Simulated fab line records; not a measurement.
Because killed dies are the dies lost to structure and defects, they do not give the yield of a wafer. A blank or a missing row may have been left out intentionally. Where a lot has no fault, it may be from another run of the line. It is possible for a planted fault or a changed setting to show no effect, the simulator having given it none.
fab line records	flow n5Finfet	part 2 of 2: steps 19 to 28 of 28
[record] lots = 5	wafers = 15	lastDay = 19
route steps=1938 shown BEOL_M2@851
lots that met no fault: from a run of the same line without faults
startH: hours from the record's first day to the start of the lot's first wafer shown	waitH: hours since the lot's step before	" identical to the entry in the row above	L1.1+2: one row covering several wafers at once	- no value, or no start given	* or withheld: withheld	< > ~ a bound
route shown NAME@n: NAME is a module with steps in the file, n the number in the route of the first one	usual: average and standard deviation across the fault-free wafers	same: alike in all rows	chamber/n: place in a boat	sites: the reading at each site	_std_site: standard deviation across them	_edge_site: the outer-site mean with the inner-site mean subtracted	radiusMm: for every site, how far away it sits from the centre of the wafer	mask NAME#n: copy n	behind: the tool/chamber that last shaped the wafer	hold: cause of the lot's hold/its duration in hours/its outcome	device: the n, p or np transistor that did not switch	end of line: the same wafers' tests at the end of the route	a step with no rows: only its recipe	killed: dies that structure and defects cost at the first sort, which is not the same as the wafer's yield	map: shows each die of a wafer: x if killed, . if not, _ if none is there
set.NAME: the run value of the setting; set.NAME@STEP: its run value at that earlier step	model.NAME: the simulator's own value behind a step, which no gauge read
lots at some steps of the route; a table a step, a row a wafer
services: a tool's chamber out of use, with start hour (startH, from the record's first day; less than 0 if before it), hours out, and reason
[[steps]]
[step N5_BEOL_M2_COAT_76]
[recipe] resist = underlayer	tempC = 205	timeS = 60	spinRpm = 1500	resistThkNm = 5
[usual] resistLineTempC = 22.99/0.096
[same] timeS = 60
lot.wafer	tool	chamber	startH	waitH	resistLineTempC
L078.2	lithoTrack-04	0	-	-	23.13
L078.3	"	0	"	"	23.06
L078.6	"	0	"	"	23.08
L084.1	lithoTrack-02	0	-	-	23.10
L084.2	"	0	"	"	22.86
L084.4	"	0	"	"	22.93
L090.1	lithoTrack-01	0	-	-	22.87
L090.2	"	0	"	"	23.19
L090.3	"	0	"	"	22.83
L094.3	lithoTrack-02	0	-	-	22.81
L094.4	"	0	"	"	22.98
L094.5	"	0	"	"	23.12
L096.3	lithoTrack-04	0	-	-	23.06
L096.5	"	0	"	"	23.09
L096.6	"	0	"	"	23.04
[step N5_BEOL_M2_COAT_22]
[recipe] resist = CAR-EUV	spinRpm = 1500	resistThkNm = 30
[usual] resistLineTempC = 22.98/0.096
lot.wafer	tool	chamber	startH	waitH	resistLineTempC
L078.2	lithoTrack-04	0	-	-	23.07
L078.3	"	0	"	"	22.88
L078.6	"	0	"	"	22.81
L084.1	lithoTrack-02	0	-	-	23.08
L084.2	"	0	"	"	23.00
L084.4	"	0	"	"	23.03
L090.1	lithoTrack-01	0	-	-	22.93
L090.2	"	0	"	"	23.00
L090.3	"	0	"	"	22.95
L094.3	lithoTrack-02	0	-	-	22.98
L094.4	"	0	"	"	22.98
L094.5	"	0	"	"	22.87
L096.3	lithoTrack-04	0	-	-	23.10
L096.5	"	0	"	"	23.07
L096.6	"	0	"	"	23.02
[step N5_BEOL_M2_EBR_24]
[recipe] solvent = PGMEA	ebrWidthMm = 1.5
[usual] resistLineTempC = 22.98/0.11
lot.wafer	tool	chamber	startH	waitH	resistLineTempC
L078.2	lithoTrack-04	0	-	-	23.17
L078.3	"	0	"	"	23.08
L078.6	"	0	"	"	23.00
L084.1	lithoTrack-02	0	-	-	23.00
L084.2	"	0	"	"	23.11
L084.4	"	0	"	"	22.98
L090.1	lithoTrack-01	0	-	-	22.90
L090.2	"	0	"	"	22.93
L090.3	"	0	"	"	22.93
L094.3	lithoTrack-02	0	-	-	22.85
L094.4	"	0	"	"	22.91
L094.5	"	0	"	"	22.85
L096.3	lithoTrack-04	0	-	-	22.96
L096.5	"	0	"	"	22.99
L096.6	"	0	"	"	23.02
[step N5_BEOL_M2_SOFTBAKE_23]
[recipe] tempC = 110	timeS = 60	resist = CAR-EUV
[usual] resistLineTempC = 23.02/0.11
[same] timeS = 60
lot.wafer	tool	chamber	startH	waitH	resistLineTempC
L078.2	lithoTrack-04	0	-	-	22.97
L078.3	"	0	"	"	23.08
L078.6	"	0	"	"	23.12
L084.1	lithoTrack-02	0	-	-	22.96
L084.2	"	0	"	"	23.02
L084.4	"	0	"	"	22.98
L090.1	lithoTrack-01	0	-	-	23.21
L090.2	"	0	"	"	22.92
L090.3	"	0	"	"	23.07
L094.3	lithoTrack-02	0	-	-	23.17
L094.4	"	0	"	"	22.94
L094.5	"	0	"	"	22.92
L096.3	lithoTrack-04	0	-	-	23.17
L096.5	"	0	"	"	23.22
L096.6	"	0	"	"	23.19
[step N5_BEOL_M2_EXPOSE_25]
[recipe] maskId = V1	na = 0.33	sourceShape = quasar	sigmaInner = 0.2	sigmaOuter = 0.8	polarization = unpolarized	defocusNm = 5	doseMj = 63
[usual] stageMsdNm = 0.811/0.02
[same] dipoleOpeningDeg = 30
lot.wafer	tool	chamber	startH	waitH	mask	stageMsdNm
L078.2	euvScanner-01	0	164.99	-	V1#0	0.775
L078.3	"	0	"	"	V1#0	0.778
L078.6	"	0	"	"	V1#0	0.777
L084.1	euvScanner-01	0	221.48	-	V1#0	0.794
L084.2	"	0	"	"	V1#0	0.800
L084.4	"	0	"	"	V1#0	0.793
L090.1	euvScanner-02	0	251.15	-	V1#0	0.817
L090.2	"	0	"	"	V1#0	0.820
L090.3	"	0	"	"	V1#0	0.815
L094.3	euvScanner-01	0	270.06	-	V1#0	0.806
L094.4	"	0	"	"	V1#0	0.805
L094.5	"	0	"	"	V1#0	0.805
L096.3	euvScanner-02	0	271.58	-	V1#0	0.822
L096.5	"	0	"	"	V1#0	0.821
L096.6	"	0	"	"	V1#0	0.817
[step N5_BEOL_M2_PEB_26]
[recipe] pebTempC = 100	pebTimeS = 60	resist = CAR-EUV
[usual] resistLineTempC = 23.00/0.097
lot.wafer	tool	chamber	startH	waitH	resistLineTempC
L078.2	lithoTrack-01	0	165.06	0.1	23.07
L078.3	"	0	"	"	23.06
L078.6	"	0	"	"	23.01
L084.1	lithoTrack-04	0	221.56	0.1	22.97
L084.2	"	0	"	"	22.96
L084.4	"	0	"	"	22.87
L090.1	lithoTrack-01	0	251.22	0.1	23.07
L090.2	"	0	"	"	23.00
L090.3	"	0	"	"	22.91
L094.3	lithoTrack-04	0	270.13	0.1	22.96
L094.4	"	0	"	"	22.81
L094.5	"	0	"	"	22.86
L096.3	lithoTrack-04	0	271.64	0.1	22.90
L096.5	"	0	"	"	23.07
L096.6	"	0	"	"	23.03
[step N5_BEOL_M2_DEVELOP_27]
[recipe] developTimeS = 30	developer = TMAH	resist = CAR-EUV	rinseLiquid = surfactantRinse	dry = airSpin	devTempC = 23
[usual] resistLineTempC = 22.99/0.1
lot.wafer	tool	chamber	startH	waitH	resistLineTempC
L078.2	lithoTrack-01	0	-	-	23.01
L078.3	"	0	"	"	23.16
L078.6	"	0	"	"	23.13
L084.1	lithoTrack-04	0	-	-	23.13
L084.2	"	0	"	"	22.95
L084.4	"	0	"	"	23.09
L090.1	lithoTrack-01	0	-	-	23.00
L090.2	"	0	"	"	23.09
L090.3	"	0	"	"	23.06
L094.3	lithoTrack-04	0	-	-	23.02
L094.4	"	0	"	"	23.14
L094.5	"	0	"	"	23.00
L096.3	lithoTrack-04	0	-	-	22.96
L096.5	"	0	"	"	23.04
L096.6	"	0	"	"	23.00
[step N5_BEOL_M2_CD_MEAS_28]
[recipe] targetCdNm = 26.2	landingEnergyEv = 500	detector = seInlens	targetCdYNm = 24.1	polarity = opening
[usual] cdNm = 26.17/0.23
lot.wafer	tool	chamber	startH	waitH	cdNm
L078.2	cdSem-02	0	165.13	-	26.31
L078.3	"	0	"	"	26.40
L078.6	"	0	"	"	26.35
L084.1	cdSem-03	0	221.63	-	26.38
L084.2	"	0	"	"	26.35
L084.4	"	0	"	"	25.78
L090.1	cdSem-03	0	251.29	-	26.31
L090.2	"	0	"	"	26.25
L090.3	"	0	"	"	26.56
L094.3	cdSem-01	0	270.19	-	26.36
L094.4	"	0	"	"	26.16
L094.5	"	0	"	"	25.70
L096.3	cdSem-03	0	271.71	-	25.87
L096.5	"	0	"	"	26.14
L096.6	"	0	"	"	26.28
[step N5_BEOL_M2_OVL_MEAS_29]
[recipe] pointsPerWafer = 522
[usual] V1_OVL = -0.6/0.64
lot.wafer	tool	chamber	startH	waitH	V1_OVL[nm]
L078.2	overlay-02	0	165.16	0.0	0.8
L078.3	"	0	"	"	-0.2
L078.6	"	0	"	"	-1.0
L084.1	overlay-01	0	221.66	0.0	-1.0
L084.2	"	0	"	"	0.0
L084.4	"	0	"	"	-0.4
L090.1	overlay-01	0	251.32	0.0	-0.5
L090.2	"	0	"	"	-1.5
L090.3	"	0	"	"	-2.0
L094.3	overlay-02	0	270.23	0.0	-0.7
L094.4	"	0	"	"	-0.7
L094.5	"	0	"	"	-1.4
L096.3	overlay-01	0	271.75	0.0	-1.2
L096.5	"	0	"	"	-0.5
L096.6	"	0	"	"	0.0
[step N5_BEOL_M2_INSPECT_30]
[recipe] mode = adi	inspectInstrument = brightfield
[usual] rawDefectCount = 433/86
lot.wafer	tool	chamber	startH	waitH	rawDefectCount
L078.2	defectInspect-02	-	165.21	0.0	392
L078.3	"	-	"	"	524
L078.6	"	-	"	"	500
L084.1	defectInspect-02	-	221.72	0.1	482
L084.2	"	-	"	"	456
L084.4	"	-	"	"	409
L090.1	defectInspect-01	-	251.38	0.1	621
L090.2	"	-	"	"	344
L090.3	"	-	"	"	397
L094.3	defectInspect-02	-	270.28	0.0	443
L094.4	"	-	"	"	462
L094.5	"	-	"	"	302
L096.3	defectInspect-02	-	271.80	0.0	370
L096.5	"	-	"	"	312
L096.6	"	-	"	"	441
[[services]]
tool	chamber	startH	hours	kind
rieDiel-06	0	141.88	-	clean
rieDiel-06	0	141.88	-	consumableReplace:focusRing
rieDiel-06	0	141.88	33.7	scheduledDown
rieDiel-06	0	141.88	33.7	ventCycle
euvScanner-02	-	142.16	1.0	pm
rieDiel-01	3	156.77	43.4	repair
lithoTrack-01	-	161.92	-	consumableReplace:filter
rieDiel-04	1	171.89	1.4	repair
euvScanner-01	-	176.29	1.0	pm
lithoTrack-02	-	176.58	-	consumableReplace:filter
rieDiel-06	3	181.80	17.0	repair
euvScanner-01	-	184.89	4.6	pm
lithoTrack-04	-	192.00	-	consumableReplace:filter
euvScanner-02	-	198.28	1.0	pm
rieDiel-06	2	198.81	-	clean
rieDiel-01	-	202.64	0.5	repair
euvScanner-02	-	203.02	4.6	pm
rieMetal-03	-	221.17	2.8	pm
euvScanner-01	-	232.44	1.0	pm
euvScanner-02	-	247.77	3.2	repair
rieDiel-01	-	252.18	2.8	pm
euvScanner-02	-	254.43	1.0	pm
rieMetal-02	-	259.01	1.1	repair
rieMetal-02	1	266.96	4.9	repair
